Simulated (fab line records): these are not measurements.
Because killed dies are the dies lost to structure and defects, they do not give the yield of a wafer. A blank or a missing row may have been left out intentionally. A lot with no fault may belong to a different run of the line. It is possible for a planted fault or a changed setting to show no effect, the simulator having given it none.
A lot that was struck, set against a sound lot :: flow n5-finfet :: 42 steps out of a route of 1938
Sound: these wafers, L732.1, L732.5, L732.6. The struck wafers were L730.1, L730.5, L730.6. The cause is named last.
Order at every step that has rows: each side's tool, ch and its chambers, its first start. Under that, the readings that differ: sound wafers :: struck wafers :: difference of the means :: sigmas: that difference in standard deviations of wafers without a fault.
alike: same words and numbers on both sides, and readings whose means sit less than 2 such deviations apart. not compared: any withheld reading, any reading some wafer has no value for, any bound like >300 that may hide the same value, and any number with overlapping values for which the record gives no deviation.
A row with sigmas, a row that says differs or no value, or rows on one side alone: a step with any of these is where the two part. Numbers that don't overlap but have no deviation are shown without sigmas and don't part them. Lack of a reading on every wafer of one side parts them only where that side has two or more wafers.

first, 12 steps without rows for these wafers: N5_SD_EPI_N_STRIP_36 (strips in N2/H2); N5_SD_EPI_N_ETCHBACK_44 (etches SiNx in CH3F/O2, stops on SiO2, target depth 14.5 nm); N5_SD_EPI_N_ETCH_45 (etches SiOCN in CH3F/O2, target depth 6 nm); N5_SD_EPI_N_ETCH_16 (etches SiO2 in CHF3/O2, target depth 5 nm); N5_SD_EPI_N_STRIP_47 (strips in CHF3/O2); N5_SD_EPI_N_SD_RECESS_17 (chemistry HBr/Cl2/O2, target depth 41 nm, time 23.7 s, bt time 3 s); N5_SD_EPI_N_STRIP_38 (strips in N2/H2); N5_SD_EPI_N_WET_ETCH_43 (etches SiO2 in dHF, time 14 s, target depth 1.5 nm); N5_SD_EPI_N_STRIP_18 (strips in SPM, time 750 s); N5_SD_EPI_N_SRD_20 (time 30 s); N5_SD_EPI_N_PRECLEAN_48 (cleans in NF3:NH3, afs cycles 2, time 20 s, sublimation time 60 s); N5_SD_EPI_N_VAPOR_ETCH_50 (etches Si in HCl, time 54 s).
N5_SD_EPI_N_EPI_21: deposits Si:P, time 690 s.
  sound on epi-rpcvd-02 ch 0, day 8 17:43; struck on epi-rpcvd-01 ch 0, day 7 22:31
reading: chamber-pressure-Torr (Torr)
sound: 255.7 256.1 255.4
struck: 364.4 365.1 365.0
difference: +109.1
sigmas: +99 or more

reading: model.Si-P_of_SD_EPI_N_EPI_21.thk-nm (nm)
sound: 58.6 57.6 58.4
struck: 68.2 69 69.2
difference: +10.6
sigmas: 
N5_SD_EPI_N_EPI_MEAS_23:
  sound on film-metro-02, day 8 19:26; struck on film-metro-02, day 8 00:13
reading: thk-nm (nm)
sound: 59.6 58.1 60.5
struck: 69.0 70.0 68.6
difference: +9.8
sigmas: +8
then, 24 steps without rows for these wafers: N5_SD_EPI_N_PRECLEAN_24 (cleans in O3/DIW, time 60 s); N5_SD_EPI_N_SRD_25 (time 30 s); N5_SD_EPI_N_PRECLEAN_49 (cleans in NF3:NH3, afs cycles 1, time 20 s, sublimation time 60 s); N5_SD_EPI_N_LINER_46 (material SiNx, target thk 3 nm); N5_SD_EPI_P_COAT_34 (time 60 s, resist thk 350 nm); N5_SD_EPI_P_COAT_35 (time 60 s, resist thk 35 nm); N5_SD_EPI_P_COAT_03 (resist thk 150 nm); N5_SD_EPI_P_EBR_05; N5_SD_EPI_P_SOFTBAKE_04 (time 60 s); N5_SD_EPI_P_EXPOSE_06 (exposes mask SD P BLK, target cd 240 nm); N5_SD_EPI_P_PEB_07 (peb time 60 s); N5_SD_EPI_P_DEVELOP_08 (develop time 30 s); N5_SD_EPI_P_DESCUM_14 (chemistry O2, time 7.9 s); N5_SD_EPI_P_ETCH_36 (etches SiARC in CF4, target depth 45.5 nm, time 75.8 s); N5_SD_EPI_P_ETCH_37 (etches SOC in N2/H2, overetch 108 nm, time 486 s); N5_SD_EPI_P_STRIP_38 (strips in N2/H2); N5_SD_EPI_P_ETCHBACK_46 (etches SiNx in CH3F/O2, stops on SiO2, target depth 17.5 nm); N5_SD_EPI_P_ETCH_47 (etches SiOCN in CH3F/O2, target depth 25 nm); N5_SD_EPI_P_ETCH_16 (etches SiO2 in CHF3/O2, target depth 5 nm); N5_SD_EPI_P_STRIP_50 (strips in CHF3/O2); N5_SD_EPI_P_SD_RECESS_17 (chemistry HBr/Cl2/O2, target depth 39.1 nm, bt time 3 s); N5_SD_EPI_P_WET_ETCH_45 (etches SiO2 in dHF, time 10.7 s, target depth 2 nm, rinse time 30 s); N5_SD_EPI_P_STRIP_40 (strips in N2/H2); N5_SD_EPI_P_PRECLEAN_52 (cleans in O3/DIW, time 60 s).
N5_SD_ACTIVATION_RS_MEAS_03: measurement is done with a four-point probe.
  sound on film-metro-01, day 9 00:56; struck on film-metro-01, day 8 05:28
reading: RS_SD_N (ohm/sq)
sound: 22.1 22.6 22.0
struck: 18.5 18.2 18.1
difference: -4.0
sigmas: -12

reading: RS_SD_P (ohm/sq)
sound: 56.6 56.6 57.4
struck: 54.5 54.5 54.3
difference: -2.4
sigmas: -3
N5_MOL_CONTACT_COAG_ETCH_15: etches SiNx in CH3F/O2, stops on Si:P, target depth 7 nm.
  sound on rie-diel-06 ch 1,2,3, day 10 08:31; struck on rie-diel-06 ch 0,1,2, day 9 11:41
reading: model.Si-P_of_SD_EPI_N_EPI_21.thk-nm (nm)
sound: 57.8 56.8 57.6
struck: 67.2 68 68.2
difference: +10.4
sigmas: 
  alike: drypump-motor-current-A, oes-product-au, rf-vpp-V, showerhead-plenum-p-Torr, throttle-valve-pct
  not compared: rf-hours-counter-h
-- record jumps: 4 days separate the struck wafers' starts on either side; left off in module MOL_CONTACT_COAG, taken up again in module BEOL_M4, whose first shown step is the route's number 1111 --
N5_BEOL_M4_RC_MEAS_101:
  sound on prober-02 ch 0, day 13 23:53; struck on prober-02 ch 0, day 13 00:03
reading: REXT_N (ohm.um)
sound: 75.8 76.3 74.8
struck: 70.8 71.0 71.2
difference: -4.6
sigmas: -3

reading: RS_SD_N (ohm/sq)
sound: 28.9 29.2 28.7
struck: 24.0 23.8 23.6
difference: -5.1
sigmas: -11
  alike: DIBL_N, DIBL_P, IOFF_N, IOFF_P, ION_N, ION_P, SS_N, SS_P, VT_N, VT_P
-- a jump in the record: the struck wafers' starts before and after are 5 days apart (it breaks off in module BEOL_M4 and resumes in module PASSIVATION, where the first step shown is number 1936 of the route) --
N5_PASSIVATION_PROBE_49:
  rows exist in the record for the struck wafers here (prober-01, day 17 16:21), but not for the sound ones

WHERE THEY PART
Last at N5_PASSIVATION_PROBE_49 as far as this record goes, first at N5_SD_EPI_N_EPI_21.

WHY: what the simulator had put in
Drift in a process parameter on epi-rpcvd-01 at N5_SD_EPI_N_EPI_21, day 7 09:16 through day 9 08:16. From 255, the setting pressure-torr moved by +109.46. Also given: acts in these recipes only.
